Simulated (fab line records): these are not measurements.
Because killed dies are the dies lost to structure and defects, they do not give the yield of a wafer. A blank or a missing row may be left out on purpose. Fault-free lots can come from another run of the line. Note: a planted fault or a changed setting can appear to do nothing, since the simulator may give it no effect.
Matching of chambers / flow n5 finfet / rie diel-01 running N5_BEOL_M10_STRIP_36: 4 sister chambers
The step strips in N2/H2. 4 wafers are shown with their chamber, then 7 later ones without.

## WAFERS, EACH WITH ITS CHAMBER
wafer=L089.3; chamber=3; showerhead plenum p Torr (Torr)=2.29
wafer=L089.5; chamber=2; showerhead plenum p Torr (Torr)=2.60
wafer=L090.2; chamber=0; showerhead plenum p Torr (Torr)=2.40
wafer=L090.4; chamber=1; showerhead plenum p Torr (Torr)=2.47

## WAFERS WITHOUT THEIR CHAMBER
wafer=L090.6; showerhead plenum p Torr (Torr)=2.29
wafer=L088.2; showerhead plenum p Torr (Torr)=2.59
wafer=L088.3; showerhead plenum p Torr (Torr)=2.47
wafer=L088.6; showerhead plenum p Torr (Torr)=2.40
wafer=L097.1; showerhead plenum p Torr (Torr)=2.59
wafer=L097.5; showerhead plenum p Torr (Torr)=2.28
wafer=L097.6; showerhead plenum p Torr (Torr)=2.59

## CHAMBER TAKEN BY EACH
wafer=L090.6; from the rows above=3; in truth=3
wafer=L088.2; from the rows above=2; in truth=2
wafer=L088.3; from the rows above=1; in truth=1
wafer=L088.6; from the rows above=0; in truth=0
wafer=L097.1; from the rows above=2; in truth=2
wafer=L097.5; from the rows above=3; in truth=3
wafer=L097.6; from the rows above=2; in truth=2
Correctly placed: 7 of 7. Number that these rows cannot place: 0. Wrongly placed: 0.
How it was worked out, from the rows above alone: a wafer's distance from a chamber is the root of the sum, over the readings, of the square of ((its reading less the chamber's mean) divided by the reading's scatter). If the next closest chamber is less than 2 further off than the closest, the wafer can't be placed; otherwise it belongs to the closest. The mean given for a chamber averages the wafers shown for that chamber. The scatter: with one shown wafer a chamber, the root of the mean of the squares of how far each hidden wafer lies from its nearest shown one.
